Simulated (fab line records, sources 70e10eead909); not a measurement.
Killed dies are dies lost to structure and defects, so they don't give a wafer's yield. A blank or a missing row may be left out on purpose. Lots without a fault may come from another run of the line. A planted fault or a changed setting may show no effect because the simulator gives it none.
Chamber matching | flow nand_harc | NHARC_A_CONTACT_DESCUM_13 on rie_diel-11: 4 sister chambers
The step chemistry O2, time 3 s. 16 wafers are shown with their chamber, then 8 later ones without.

WAFERS WITH THEIR CHAMBER
wafer  | chamber | drypump_motor_current_A (A) | showerhead_plenum_p_Torr (Torr) | oes_product_au (a.u.)
L075.3 | 3       | 5.68                        | 1.87                            | 0.986
L075.4 | 2       | 6.03                        | 2.07                            | 1.005
L075.6 | 2       | 6.07                        | 2.07                            | 1.002
L077.2 | 1       | 5.47                        | 1.79                            | 1.015
L077.3 | 0       | 5.93                        | 1.78                            | 0.990
L077.4 | 3       | 5.67                        | 1.87                            | 1.005
L079.4 | 0       | 5.95                        | 1.78                            | 0.986
L079.5 | 3       | 5.67                        | 1.87                            | 0.991
L079.6 | 0       | 5.94                        | 1.78                            | 0.992
L083.1 | 0       | 5.93                        | 1.77                            | 0.994
L083.3 | 2       | 6.05                        | 2.06                            | 1.002
L083.6 | 0       | 5.96                        | 1.77                            | 0.984
L088.2 | 3       | 5.68                        | 1.86                            | 0.978
L088.3 | 0       | 5.96                        | 1.77                            | 0.989
L088.6 | 2       | 6.05                        | 2.05                            | 1.014
L089.3 | 0       | 5.96                        | 1.77                            | 1.000

SIGNATURES (means of the wafers above)
reading                  | chamber 0 | chamber 1 | chamber 2 | chamber 3 | scatter within a chamber
drypump_motor_current_A  | 5.9471    | 5.4700    | 6.0500    | 5.6750    | 0.013
showerhead_plenum_p_Torr | 1.7743    | 1.7900    | 2.0625    | 1.8675    | 0.00659
oes_product_au           | 0.99071   | 1.01500   | 1.00575   | 0.99000   | 0.00737
Rule: a wafer's distance from a chamber is the root of the sum, over the readings, of the square of ((its reading less the chamber's mean) divided by the reading's scatter). The wafer belongs to the nearest chamber; if the next one is less than 2 further off, it can't be placed. The scatter: the root of (the sum of the squares of (reading less its chamber's mean) over the shown wafers, divided by (wafers less chambers)).

WAFERS WITHOUT THEIR CHAMBER
wafer  | drypump_motor_current_A (A) | showerhead_plenum_p_Torr (Torr) | oes_product_au (a.u.)
L089.4 | 5.68                        | 1.86                            | 0.982
L089.5 | 5.97                        | 1.77                            | 1.005
L096.1 | 5.46                        | 1.77                            | 0.991
L096.2 | 5.97                        | 1.76                            | 0.989
L096.5 | 5.45                        | 1.77                            | 0.983
L096.3 | 6.03                        | 2.05                            | 0.998
L096.4 | 5.69                        | 1.85                            | 0.983
L096.6 | 5.96                        | 1.76                            | 0.986

WHICH CHAMBER EACH WENT THROUGH
wafer  | from the rows above | in truth
L089.4 | 3                   | 3
L089.5 | 0                   | 0
L096.1 | 1                   | 1
L096.2 | 0                   | 0
L096.5 | 1                   | 1
L096.3 | 2                   | 2
L096.4 | 3                   | 3
L096.6 | 0                   | 0
Placed correctly: 8 of 8. Can't be placed from these rows: 0. Placed wrongly: 0.
